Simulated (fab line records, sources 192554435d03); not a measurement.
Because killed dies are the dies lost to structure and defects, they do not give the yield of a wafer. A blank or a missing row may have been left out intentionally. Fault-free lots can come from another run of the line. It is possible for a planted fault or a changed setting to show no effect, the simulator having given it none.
8D (eight disciplines) problem report, filled in by code | flow n5Finfet | the parts of the form that need people (team, actions taken, sign-off) are left out

## 1. THE ISSUE
Mean of biasW at N5_BEOL_M4_TRENCH_ETCH_37: 171.8 W across 2 wafers in 2 lots; on wafers with no fault it is 185.0 W (standard deviation 0.5). That puts it -26 standard deviations away from the usual mean.
The step: etches SiOC in C4F6/O2, target depth 55.555 nm, time 29.2 s.
First seen on wafer L121.1, day 11 01:38, on rieDiel-02. Wafers with a number at this step in the record: 27, from 9 lots. Rule for "out" (also "out of limits"): further than 4 standard deviations from the usual mean. The rest of the wafers with a number are treated as sound.

## 2. WHAT IT IS; WHAT IT IS NOT
question                    | is                | is not
which readings at this step | biasW             | C4F6_flow_sccm, drypumpMotorCurrentA, oesProductAu, rfVppV, showerheadPlenumPTorr
which lots                  | L121, L125        | L113, L115, L116, L120, L126, L128, L130
which wafers of those lots  | L121.1, L125.1    | L121.2, L121.3, L125.3, L125.5
read on which tools         | rieDiel-02        | rieDiel-03, rieDiel-06
when                        | from day 11 01:38 | up to then (14 sound wafers); but 11 sound wafers of L125, L126, L128, L130 came after

## 3. THE SUSPECTS, EACH WITH WHAT RULES IT OUT
Counting: a tool at a process step up to the reading stays a suspect if it ran every lot that is out. Sound lots after the first of them don't rule it out here, since some wafers of a struck lot are sound.
- rieDiel-02 at N5_BEOL_M4_TRENCH_ETCH_37 (etches SiOC in C4F6/O2, target depth 55.555 nm, time 29.2 s): kept. It processed each lot that is out (first: L121, day 11 01:38); up to then, its last sound lot is L120 (day 10 22:14). Its own readings are out on those wafers: biasW.
- In rieDiel-02 at N5_BEOL_M4_TRENCH_ETCH_37, the wafers that are out were processed in chamber 1 and their sound lot-mates in chambers 0, 2, 3.
The count leaves rieDiel-02 at N5_BEOL_M4_TRENCH_ETCH_37.

## 4. THE CAUSE (what the simulator had put in)
rieDiel-02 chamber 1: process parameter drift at N5_BEOL_M4_TRENCH_ETCH_37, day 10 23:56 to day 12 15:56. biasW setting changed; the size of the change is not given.
This tool alone remained once counting was done.

## 5. SEQUENCE OF EFFECTS, ordered by route
Each row: a reading whose mean over the struck wafers that have a number lies more than 3 standard deviations from the usual. Readings are gone through only where the record gives a usual standard deviation; hours: the median, over the lots, of the time from a lot's start at the first step in this table giving one to that lot's start at this step; sigmas: the change measured in usual standard deviations.
hours | step                      | reading          | usual   | on struck wafers | change | sigmas
0     | N5_BEOL_M4_TRENCH_ETCH_37 | biasW            | 185.0 W | 171.8            | -13.2  | -26
0     | N5_BEOL_M4_TRENCH_ETCH_37 | throttleValvePct | 20.79 % | 21.55            | +0.76  | +3.0
Process steps it contains:
- N5_BEOL_M4_TRENCH_ETCH_37: etches SiOC in C4F6/O2, target depth 55.555 nm, time 29.2 s.
At these later measuring or inspecting steps, every struck wafer for which the step has a row has a number for every such reading, and none has moved that far: N5_BEOL_M4_OCD_MEAS_38, N5_BEOL_M4_RC_MEAS_101.

## 6. HOW IT WOULD HAVE BEEN CAUGHT EARLIER
2 hours passed between the start of the fault at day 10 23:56 and the first reading out of limits in this record, taken at day 11 01:38.
